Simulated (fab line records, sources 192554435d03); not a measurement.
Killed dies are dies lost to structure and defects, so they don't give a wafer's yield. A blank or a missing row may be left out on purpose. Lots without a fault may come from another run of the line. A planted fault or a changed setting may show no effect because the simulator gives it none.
A struck lot beside a sound one | flow n5_finfet | 38 steps out of a route of 1938
Sound: wafers L673.1, L673.5, L673.6. Struck: wafer L690.3. (L690.5 of the same lot was not struck and is left out.) The cause comes at the end.
At each step with rows: each side's tool, then ch and its chambers, then its first start. Under that, the readings that differ: sound wafers | struck wafers | difference of the means | sigmas: that difference in standard deviations of wafers without a fault.
alike: readings whose means differ by less than 2 such deviations, and words and numbers that are the same on both sides. not compared: withheld readings, readings that some wafer has no value for, bounds like >300 that may hide the same value, and numbers for which the record gives no deviation and whose values overlap.
The two part at a step that has a row with sigmas, a row that says differs or no value, or rows on one side only. Numbers that don't overlap but have no deviation are shown without sigmas and don't part them. A reading that every wafer of one side lacks parts them only if that side has two wafers or more.

first, 9 steps without rows for these wafers: N5_MOL_CONTACT_COAG_PRE_CLEAN_142 (time 60 s); N5_MOL_CONTACT_COAG_SPUTTER_130 (material Co, target thk 47.5 nm); N5_MOL_CONTACT_COAG_PRECLEAN_125 (cleans in DIW, time 57.5 s); N5_MOL_CONTACT_COAG_SRD_126 (dry time 32 s); N5_MOL_CONTACT_COAG_CMP_23 (polishes, stops on SiO2, t overpolish 1.5 s, target thk 0 nm); N5_MOL_CONTACT_COAG_WET_ETCH_26 (target Co, target depth 13 nm); N5_MOL_CONTACT_COAG_WET_ETCH_116 (etches the open film in SC1-inhibited, target depth 4.6 nm, rinse time 30 s); N5_MOL_CONTACT_COAG_ALD_27 (deposits SiOC, target thk 17 nm, pulse time 1.5 s, time 2720 s); N5_MOL_CONTACT_COAG_CMP_28 (polishes, stops on SiNx, t overpolish 0.85 s, target thk 14.522 nm).
N5_MOL_CONTACT_COAG_ALD_123: deposits SiNx, target thk 5 nm, pulse time 1 s, purge time 2 s.
  sound on ald_sin-02 ch 0,2,3, day 5 19:07; struck on ald_sin-04 ch 1, day 10 02:58
  reading                                            | sound             | struck | difference | sigmas
  ald_cycles                                         | 100 100 100       | 112    | +12        |
  precursor_pulse_height_rel                         | 0.987 0.980 0.975 | 1.024  | +0.043     | +2
  model.SiNx_of_MOL_CONTACT_COAG_ALD_123.thk_nm (nm) | 5 5 5             | 5.6    | +0.6       |
  alike: heater_power_w
then, 26 steps without rows for these wafers: N5_MOL_CONTACT_COAG_PECVD_31 (deposits SiO2 from TEOS/O2, target thk 46 nm, time 8.9 s); N5_MOL_CONTACT_COAG_COAT_75 (time 60 s, resist thk 60 nm); N5_MOL_CONTACT_COAG_COAT_76 (time 60 s, resist thk 10 nm); N5_MOL_CONTACT_COAG_COAT_77 (time 60 s, resist thk 10 nm); N5_MOL_CONTACT_COAG_COAT_78 (resist thk 40 nm); N5_MOL_CONTACT_COAG_EBR_80; N5_MOL_CONTACT_COAG_SOFTBAKE_79 (time 60 s); N5_MOL_CONTACT_COAG_EXPOSE_81 (exposes mask VG, defocus 0 nm); N5_MOL_CONTACT_COAG_PEB_82 (peb time 60 s); N5_MOL_CONTACT_COAG_DEVELOP_83 (develop time 30 s); N5_MOL_CONTACT_COAG_DESCUM_88 (chemistry O2, time 7 s); N5_MOL_CONTACT_COAG_ETCH_89 (etches underlayer in N2/H2, target depth 13 nm, time 10.4 s); N5_MOL_CONTACT_COAG_ETCH_90 (etches SiARC in CF4, target depth 13 nm, time 21.7 s); N5_MOL_CONTACT_COAG_ALD_131 (deposits SiO2, target thk 5 nm, pulse time 1 s, co reactant pulse time 1 s); N5_MOL_CONTACT_COAG_ETCHBACK_132 (etches SiO2 in CHF3, target depth 10 nm, time 6.7 s); N5_MOL_CONTACT_COAG_ETCH_91 (etches SOC in N2/H2, target depth 60 nm, overetch 21 nm, time 101.2 s); N5_MOL_CONTACT_COAG_STRIP_92 (strips in N2/H2); N5_MOL_CONTACT_COAG_STRIP_93 (strips in N2/H2); N5_MOL_CONTACT_COAG_ETCHBACK_135 (etches SiO2 in CHF3, target depth 25 nm, time 16.7 s); N5_MOL_CONTACT_COAG_STRIP_118 (strips in CHF3); N5_MOL_CONTACT_COAG_VIA_ETCH_46 (etches SiO2 in C4F6/O2, target depth 46 nm, overetch 9.2 nm, time 40 s); N5_MOL_CONTACT_COAG_STRIP_96 (strips in N2/H2); N5_MOL_CONTACT_COAG_ETCH_47 (etches SiNx in CH3F/O2, stops on W, target depth 27 nm); N5_MOL_CONTACT_COAG_STRIP_119 (strips in N2/H2, time 30 s); N5_MOL_CONTACT_COAG_PRECLEAN_144 (cleans in alkaline clean, time 60 s); N5_MOL_CONTACT_COAG_SRD_145 (time 30 s).
N5_MOL_CONTACT_COAG_ETCH_124: etches SiNx in CH3F/O2, stops on SiOC, target depth 6.5 nm.
  sound on rie_diel-04 ch 0,2, day 5 23:06; struck on rie_diel-04 ch 2, day 10 06:15
  reading                  | sound             | struck | difference | sigmas
  model.etch.depth_nm (nm) | 4.987 4.991 4.972 | 5.624  | +0.641     |
  alike: CH3F_flow_sccm, drypump_motor_current_A, oes_ar_750_au, oes_product_au, rf_vpp_V, showerhead_plenum_p_Torr, throttle_valve_pct
  not compared: rf_hours_counter_h
-- the record jumps here: 3 days lie between the struck wafers' starts before and after (it left off in module MOL_CONTACT_COAG and takes up again in module BEOL_M4, whose first step shown is number 1111 of the route) --
N5_BEOL_M4_RC_MEAS_101:
  sound on prober-01 ch 0, day 8 20:40; struck on prober-01 ch 0, day 13 11:46
  reading       | sound          | struck | difference | sigmas
  DIBL_P (mV/V) | 34.5 35.2 33.5 | 37.7   | +3.3       | +2
  alike: DIBL_N, IOFF_N, IOFF_P, ION_N, ION_P, SS_N, SS_P, VT_N, VT_P

WHERE THEY PART
First at N5_MOL_CONTACT_COAG_ALD_123; last, within this record, at N5_BEOL_M4_RC_MEAS_101.

WHY: what the simulator had put in
Process parameter drift: ald_sin-04, from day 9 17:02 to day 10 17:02, at N5_MOL_CONTACT_COAG_ALD_123. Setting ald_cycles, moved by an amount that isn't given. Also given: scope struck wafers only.
